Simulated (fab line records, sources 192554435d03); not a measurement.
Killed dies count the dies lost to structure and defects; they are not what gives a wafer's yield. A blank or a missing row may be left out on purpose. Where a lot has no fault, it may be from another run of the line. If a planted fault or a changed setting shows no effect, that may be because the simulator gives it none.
Matching of chambers + flow n5_finfet + rie_diel-01 running N5_DUMMY_REMOVAL_STRIP_10: 4 sister chambers
The step strips in N2/H2, time 40 s. 14 wafers are shown with their chamber, then 7 later ones without.

== WAFERS WITH THEIR CHAMBER ==
| wafer  | chamber | showerhead_plenum_p_Torr (Torr) | drypump_motor_current_A (A) | throttle_valve_pct (%) |
|--------|---------|---------------------------------|-----------------------------|------------------------|
| L077.1 | 2       | 3.31                            | 5.0                         | 11.92                  |
| L077.2 | 0       | 3.53                            | 5.7                         | 12.41                  |
| L077.5 | 2       | 3.31                            | 5.0                         | 11.93                  |
| L083.3 | 3       | 3.29                            | 4.7                         | 11.96                  |
| L083.4 | 0       | 3.52                            | 5.8                         | 12.44                  |
| L083.5 | 3       | 3.29                            | 4.7                         | 11.95                  |
| L086.1 | 3       | 3.29                            | 4.7                         | 11.96                  |
| L086.2 | 2       | 3.30                            | 5.0                         | 11.96                  |
| L086.6 | 2       | 3.30                            | 4.9                         | 11.95                  |
| L087.1 | 0       | 3.52                            | 5.8                         | 12.46                  |
| L087.2 | 1       | 3.25                            | 5.8                         | 11.99                  |
| L087.3 | 3       | 3.29                            | 4.7                         | 11.96                  |
| L088.1 | 2       | 3.30                            | 5.0                         | 11.96                  |
| L088.4 | 0       | 3.52                            | 5.7                         | 12.47                  |

SIGNATURES, as means of the wafers listed above
| reading                  | chamber 0 | chamber 1 | chamber 2 | chamber 3 | scatter within a chamber |
|--------------------------|-----------|-----------|-----------|-----------|--------------------------|
| showerhead_plenum_p_Torr | 3.5225    | 3.2500    | 3.3040    | 3.2900    | 0.00442                  |
| drypump_motor_current_A  | 5.750     | 5.800     | 4.980     | 4.700     | 0.0424                   |
| throttle_valve_pct       | 12.4450   | 11.9900   | 11.9440   | 11.9575   | 0.0187                   |
Rule: a wafer lies at a distance from a chamber equal to the root of the sum of squares, over the readings, of (its reading less the chamber's mean, divided by the reading's scatter). If the next closest chamber is less than 2 further off than the closest, the wafer can't be placed; otherwise it belongs to the closest. The scatter is the square root of a quotient: the sum, over the shown wafers, of each reading's squared deviation from its chamber's mean, divided by wafers minus chambers.

== WAFERS MISSING THEIR CHAMBER ==
| wafer  | showerhead_plenum_p_Torr (Torr) | drypump_motor_current_A (A) | throttle_valve_pct (%) |
|--------|---------------------------------|-----------------------------|------------------------|
| L088.5 | 3.30                            | 4.9                         | 11.98                  |
| L089.1 | 3.30                            | 4.9                         | 11.98                  |
| L089.3 | 3.52                            | 5.8                         | 12.46                  |
| L089.6 | 3.52                            | 5.8                         | 12.47                  |
| L094.1 | 3.51                            | 5.8                         | 12.47                  |
| L094.4 | 3.28                            | 4.7                         | 12.00                  |
| L094.6 | 3.28                            | 4.7                         | 11.99                  |

== EACH ONE'S CHAMBER ==
| wafer  | from the rows above | in truth |
|--------|---------------------|----------|
| L088.5 | 2                   | 2        |
| L089.1 | 2                   | 2        |
| L089.3 | 0                   | 0        |
| L089.6 | 0                   | 0        |
| L094.1 | 0                   | 0        |
| L094.4 | 3                   | 3        |
| L094.6 | 3                   | 3        |
Correctly placed: 7 of 7. Number that these rows cannot place: 0. Placed wrongly: 0.
